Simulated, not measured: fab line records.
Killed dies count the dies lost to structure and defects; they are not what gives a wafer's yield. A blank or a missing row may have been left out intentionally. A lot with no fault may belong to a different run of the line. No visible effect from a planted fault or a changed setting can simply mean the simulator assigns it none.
Split-lot study -- flow n5Finfet -- 39 wafers read from 7 lots, route of 1938 steps

THE SPLIT ITSELF
At N5_DUMMY_GATE_ETCH_37 (etches SOC in N2/H2, target depth 60 nm, overetch 30 nm), the setting sourceW was moved away from the recipe's 840 W on 18 of the 39 wafers read, by -17.2% to +14.3%. The other wafers ran this setting at the recipe's value.

The reading is taken at the split's own step.

THE READING
rfVppV, in V, at N5_DUMMY_GATE_ETCH_37 (etches SOC in N2/H2, target depth 60 nm, overetch 30 nm). A value of 524.8 V with a standard deviation of 1.8 V is what fault-free wafers of this fab line usually give.

wafer,"tool, chamber at the split","sourceW as run, W",against the recipe,"rfVppV, V",against lot-mates on the recipe
L076.1,"rieDiel-06, 3",840,recipe,523.9,-
L076.2,"rieDiel-06, 2",955.6,+13.8%,500.9,-24.8
L076.3,"rieDiel-06, 1",955.6,+13.8%,503.8,-21.9
L076.4,"rieDiel-06, 0",840,recipe,527.2,-
L076.5,"rieDiel-06, 2",955.6,+13.8%,499.6,-26.1
L076.6,"rieDiel-06, 3",840,recipe,526.1,-
L077.1,"rieDiel-06, 3",840,recipe,524.4,-
L077.2,"rieDiel-06, 1",960.1,+14.3%,503.2,-20.3
L077.3,"rieDiel-06, 2",840,recipe,522.6,-
L077.4,"rieDiel-06, 0",960.1,+14.3%,504.8,-18.7
L077.5,"rieDiel-06, 1",960.1,+14.3%,503.5,-20.0
L077.6,"rieDiel-06, 2",840,recipe,523.6,-
L078.1,"rieDiel-06, 3",695.4,-17.2%,556.8,+32.9
L078.2,"rieDiel-06, 2",840,recipe,523.5,-
L078.3,"rieDiel-06, 0",695.4,-17.2%,561.3,+37.4
L078.4,"rieDiel-06, 1",840,recipe,524.5,-
L078.5,"rieDiel-06, 2",840,recipe,523.6,-
L078.6,"rieDiel-06, 3",695.4,-17.2%,557.6,+33.7
L081.1,"rieDiel-06, 1",840,recipe,525.1,-
L081.2,"rieDiel-06, 3",840,recipe,524.0,-
L081.3,"rieDiel-06, 2",840,recipe,523.6,-
L084.1,"rieDiel-05, 0",840,recipe,523.6,-
L084.2,"rieDiel-05, 2",840,recipe,525.8,-
L084.3,"rieDiel-05, 3",745,-11.3%,542.1,+18.2
L084.4,"rieDiel-05, 1",745,-11.3%,542.9,+19.0
L084.5,"rieDiel-05, 0",745,-11.3%,547.5,+23.6
L084.6,"rieDiel-05, 1",840,recipe,522.3,-
L087.1,"rieDiel-03, 1",840,recipe,527.7,-
L087.2,"rieDiel-03, 3",722,-14.0%,552.0,+27.8
L087.3,"rieDiel-03, 2",840,recipe,522.6,-
L087.4,"rieDiel-03, 0",840,recipe,522.4,-
L087.5,"rieDiel-03, 3",722,-14.0%,552.9,+28.7
L087.6,"rieDiel-03, 0",722,-14.0%,550.5,+26.3
L092.1,"rieDiel-06, 2",840,recipe,523.4,-
L092.2,"rieDiel-06, 1",931.3,+10.9%,508.6,-16.8
L092.3,"rieDiel-06, 3",931.3,+10.9%,506.3,-19.1
L092.4,"rieDiel-06, 0",840,recipe,525.3,-
L092.5,"rieDiel-06, 1",931.3,+10.9%,508.0,-17.4
L092.6,"rieDiel-06, 0",840,recipe,527.4,-

THE FIT
A straight line over all 39 wafers: rfVppV changes by -1.75 V for each +1% of sourceW; r = -0.99; the points scatter about the line by 2.3 V.
The same after taking each lot's own level away (the mean of its wafers on the recipe; 39 wafers): -1.78 V for each +1%; r = -0.99; scatter 2.4 V.
The reading moves by 31 V for the largest change in sourceW, on that fit.
Measured against the standard deviation above, the lots' own levels, which go from 523.53 to 525.73 V, span 1.2 times it.
Hence the lot-to-lot level has little effect on the slope; both slopes agree.
Check: with one of the wafers moved furthest among these (-17.2%) left out of the fit, the line predicts +31.6 V for it against its lot-mates. Against them it came out at +32.9 V.
Tool readings at the split's step, against how far the setting was moved: rfVppV r = -0.99.

OTHER SPLITS ON THESE WAFERS
Other splits were also applied to these wafers ahead of the reading. Each is held against what the fit with the lots' levels taken away leaves over:
other split on the same wafers,wafers away from the commonest value,r with rfVppV (lot level and that fit taken away)
N5_DUMMY_GATE_EXPOSE_12 doseMj,15,+0.05

THE FILE'S OWN FIT
rfVppV changes by -1.78 V for each +1% of sourceW, r = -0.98.
